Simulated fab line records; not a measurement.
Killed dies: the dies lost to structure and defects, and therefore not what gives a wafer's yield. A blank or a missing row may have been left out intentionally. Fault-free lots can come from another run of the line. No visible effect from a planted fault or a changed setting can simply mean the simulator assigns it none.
Chamber matching ; flow nand harc ; rie diel-12 running NHARC_THIN_TSV_ETCHBACK_48: 4 sister chambers
The step etches the open film in C4F8/Ar, target depth 1028.5 nm, time 405.17 s. 8 wafers are shown with their chamber, then 7 later ones without.

## WAFERS, EACH WITH ITS CHAMBER
wafer;chamber;rf vpp V (V);chamber pressure mTorr (mTorr)
L431.4;1;546;25.030
L440.4;1;545;25.038
L442.5;3;542;25.009
L442.6;0;552;25.005
L444.1;3;542;25.019
L444.2;0;549;24.980
L449.4;2;547;25.028
L449.5;2;548;25.024

## WAFERS MISSING THEIR CHAMBER
wafer;rf vpp V (V);chamber pressure mTorr (mTorr)
L449.6;540;24.939
L450.2;550;24.988
L450.3;546;24.983
L450.4;549;24.990
L453.2;549;24.996
L453.4;546;25.015
L453.6;551;24.996

## WHICH CHAMBER EACH WENT THROUGH
wafer;from the rows above;in truth
L449.6;3;3
L450.2;0;0
L450.3;can't be placed: 0 or 2 or 3 or 1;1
L450.4;0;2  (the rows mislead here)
L453.2;can't be placed: 0 or 2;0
L453.4;can't be placed: 2 or 1 or 3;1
L453.6;0;0
3 of 7 placed correctly. Can't be placed from these rows: 3 (the true chamber is among the candidates in 3). 1 placed wrongly.
How it was worked out, from the rows above alone: a wafer's distance from a chamber is the root of the sum, over the readings, of the square of ((its reading less the chamber's mean) divided by the reading's scatter). The wafer belongs to the nearest chamber; if the next one is less than 2 further off, it can't be placed. For every chamber, the mean is computed from those of its wafers that are shown. The scatter: take each reading less its chamber's mean, square it, sum over the shown wafers, divide by the number of wafers less the number of chambers, and take the root.
